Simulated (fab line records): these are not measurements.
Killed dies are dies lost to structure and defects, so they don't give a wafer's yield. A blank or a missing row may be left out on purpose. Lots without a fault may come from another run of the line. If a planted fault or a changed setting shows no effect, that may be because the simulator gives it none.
Matching of chambers + flow nand harc + NHARC_A_STAIRCASE_DEP_259 on pecvd-01: 3 sister chambers
The step deposits SiON, target thk 30 nm. 3 wafers are shown with their chamber, then 12 later ones without.

== EACH WAFER AND ITS CHAMBER ==
| wafer  | chamber | heater power w (W) |
|--------|---------|--------------------|
| L086.4 | 1       | 665                |
| L088.5 | 0       | 860                |
| L088.6 | 2       | 700                |

== WAFERS WITHOUT THEIR CHAMBER ==
| wafer  | heater power w (W) |
|--------|--------------------|
| L089.1 | 674                |
| L089.3 | 922                |
| L089.6 | 933                |
| L090.2 | 697                |
| L090.5 | 683                |
| L090.6 | 696                |
| L092.2 | 662                |
| L092.3 | 611                |
| L092.5 | 611                |
| L096.1 | 632                |
| L096.3 | 737                |
| L096.4 | 611                |

== CHAMBER TAKEN BY EACH ==
| wafer  | from the rows above     | in truth |
|--------|-------------------------|----------|
| L089.1 | can't be placed: 1 or 2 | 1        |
| L089.3 | 0                       | 0        |
| L089.6 | 0                       | 0        |
| L090.2 | can't be placed: 2 or 1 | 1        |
| L090.5 | can't be placed: 2 or 1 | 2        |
| L090.6 | can't be placed: 2 or 1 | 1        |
| L092.2 | can't be placed: 1 or 2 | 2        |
| L092.3 | can't be placed: 1 or 2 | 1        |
| L092.5 | can't be placed: 1 or 2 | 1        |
| L096.1 | can't be placed: 1 or 2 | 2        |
| L096.3 | can't be placed: 2 or 1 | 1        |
| L096.4 | can't be placed: 1 or 2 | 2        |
Correct placement for 2 of the 12. Cannot be placed on the basis of these rows: 10; the candidates contain the true chamber in 10. Placed wrongly: 0.
How it was worked out, from the rows above alone: a wafer's distance from a chamber is the root of the sum, over the readings, of the square of ((its reading less the chamber's mean) divided by the reading's scatter). The wafer belongs to the nearest chamber; if the next one is less than 2 further off, it can't be placed. The mean given for a chamber averages the wafers shown for that chamber. The scatter: root of mean squared gap, hidden wafer to nearest shown wafer, with one shown wafer a chamber.
